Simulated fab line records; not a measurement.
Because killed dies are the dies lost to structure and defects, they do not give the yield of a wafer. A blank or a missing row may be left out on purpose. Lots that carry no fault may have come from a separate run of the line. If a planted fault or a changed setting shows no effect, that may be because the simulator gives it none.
Matching of chambers / flow nand_harc / rie_diel-10 running NHARC_A_M0_STRIP_18: 4 sister chambers
The step strips in N2/H2. 20 wafers are shown with their chamber, then 10 later ones without.

## WAFERS, EACH WITH ITS CHAMBER
wafer=L075.1; chamber=0; showerhead_plenum_p_Torr (Torr)=1.95; drypump_motor_current_A (A)=5.7; rf_vpp_V (V)=90.1
wafer=L075.3; chamber=3; showerhead_plenum_p_Torr (Torr)=2.12; drypump_motor_current_A (A)=5.2; rf_vpp_V (V)=91.4
wafer=L075.5; chamber=2; showerhead_plenum_p_Torr (Torr)=2.19; drypump_motor_current_A (A)=6.3; rf_vpp_V (V)=91.2
wafer=L078.2; chamber=3; showerhead_plenum_p_Torr (Torr)=2.12; drypump_motor_current_A (A)=5.2; rf_vpp_V (V)=90.5
wafer=L078.5; chamber=0; showerhead_plenum_p_Torr (Torr)=1.94; drypump_motor_current_A (A)=5.6; rf_vpp_V (V)=90.6
wafer=L078.6; chamber=3; showerhead_plenum_p_Torr (Torr)=2.12; drypump_motor_current_A (A)=5.3; rf_vpp_V (V)=90.3
wafer=L079.3; chamber=2; showerhead_plenum_p_Torr (Torr)=2.19; drypump_motor_current_A (A)=6.2; rf_vpp_V (V)=91.9
wafer=L079.4; chamber=0; showerhead_plenum_p_Torr (Torr)=1.95; drypump_motor_current_A (A)=5.6; rf_vpp_V (V)=89.2
wafer=L079.5; chamber=0; showerhead_plenum_p_Torr (Torr)=1.95; drypump_motor_current_A (A)=5.7; rf_vpp_V (V)=90.1
wafer=L081.2; chamber=2; showerhead_plenum_p_Torr (Torr)=2.19; drypump_motor_current_A (A)=6.3; rf_vpp_V (V)=91.6
wafer=L081.4; chamber=0; showerhead_plenum_p_Torr (Torr)=1.94; drypump_motor_current_A (A)=5.7; rf_vpp_V (V)=90.3
wafer=L081.6; chamber=0; showerhead_plenum_p_Torr (Torr)=1.95; drypump_motor_current_A (A)=5.7; rf_vpp_V (V)=91.0
wafer=L084.2; chamber=0; showerhead_plenum_p_Torr (Torr)=1.94; drypump_motor_current_A (A)=5.7; rf_vpp_V (V)=89.9
wafer=L084.4; chamber=0; showerhead_plenum_p_Torr (Torr)=1.94; drypump_motor_current_A (A)=5.7; rf_vpp_V (V)=90.3
wafer=L084.5; chamber=2; showerhead_plenum_p_Torr (Torr)=2.19; drypump_motor_current_A (A)=6.3; rf_vpp_V (V)=90.8
wafer=L083.3; chamber=1; showerhead_plenum_p_Torr (Torr)=2.18; drypump_motor_current_A (A)=5.9; rf_vpp_V (V)=91.3
wafer=L083.5; chamber=3; showerhead_plenum_p_Torr (Torr)=2.12; drypump_motor_current_A (A)=5.2; rf_vpp_V (V)=90.9
wafer=L083.6; chamber=0; showerhead_plenum_p_Torr (Torr)=1.94; drypump_motor_current_A (A)=5.7; rf_vpp_V (V)=90.6
wafer=L082.1; chamber=0; showerhead_plenum_p_Torr (Torr)=1.94; drypump_motor_current_A (A)=5.7; rf_vpp_V (V)=90.7
wafer=L082.4; chamber=1; showerhead_plenum_p_Torr (Torr)=2.18; drypump_motor_current_A (A)=5.9; rf_vpp_V (V)=91.9

SIGNATURES (averages over the wafers above)
reading=showerhead_plenum_p_Torr; chamber 0=1.9440; chamber 1=2.1800; chamber 2=2.1900; chamber 3=2.1200; scatter within a chamber=0.00387
reading=drypump_motor_current_A; chamber 0=5.680; chamber 1=5.900; chamber 2=6.275; chamber 3=5.225; scatter within a chamber=0.044
reading=rf_vpp_V; chamber 0=90.280; chamber 1=91.600; chamber 2=91.375; chamber 3=90.775; scatter within a chamber=0.491
Rule: a wafer lies at a distance from a chamber equal to the root of the sum of squares, over the readings, of (its reading less the chamber's mean, divided by the reading's scatter). The wafer belongs to the nearest chamber; if the next one is less than 2 further off, it can't be placed. The scatter: take each reading less its chamber's mean, square it, sum over the shown wafers, divide by the number of wafers less the number of chambers, and take the root.

## WAFERS MISSING THEIR CHAMBER
wafer=L082.6; showerhead_plenum_p_Torr (Torr)=2.18; drypump_motor_current_A (A)=5.9; rf_vpp_V (V)=91.5
wafer=L087.1; showerhead_plenum_p_Torr (Torr)=1.94; drypump_motor_current_A (A)=5.7; rf_vpp_V (V)=90.0
wafer=L087.2; showerhead_plenum_p_Torr (Torr)=2.19; drypump_motor_current_A (A)=6.3; rf_vpp_V (V)=91.0
wafer=L087.3; showerhead_plenum_p_Torr (Torr)=2.12; drypump_motor_current_A (A)=5.2; rf_vpp_V (V)=91.7
wafer=L086.2; showerhead_plenum_p_Torr (Torr)=1.94; drypump_motor_current_A (A)=5.7; rf_vpp_V (V)=88.8
wafer=L086.4; showerhead_plenum_p_Torr (Torr)=1.94; drypump_motor_current_A (A)=5.7; rf_vpp_V (V)=90.8
wafer=L086.5; showerhead_plenum_p_Torr (Torr)=2.12; drypump_motor_current_A (A)=5.2; rf_vpp_V (V)=91.4
wafer=L090.2; showerhead_plenum_p_Torr (Torr)=2.17; drypump_motor_current_A (A)=5.9; rf_vpp_V (V)=91.0
wafer=L090.4; showerhead_plenum_p_Torr (Torr)=2.12; drypump_motor_current_A (A)=5.2; rf_vpp_V (V)=90.9
wafer=L090.6; showerhead_plenum_p_Torr (Torr)=2.12; drypump_motor_current_A (A)=5.2; rf_vpp_V (V)=91.2

## EACH ONE'S CHAMBER
wafer=L082.6; from the rows above=1; in truth=1
wafer=L087.1; from the rows above=0; in truth=0
wafer=L087.2; from the rows above=2; in truth=2
wafer=L087.3; from the rows above=3; in truth=3
wafer=L086.2; from the rows above=0; in truth=0
wafer=L086.4; from the rows above=0; in truth=0
wafer=L086.5; from the rows above=3; in truth=3
wafer=L090.2; from the rows above=1; in truth=1
wafer=L090.4; from the rows above=3; in truth=3
wafer=L090.6; from the rows above=3; in truth=3
Correctly placed: 10 of 10. Left unplaced by these rows: 0. Number placed wrongly: 0.
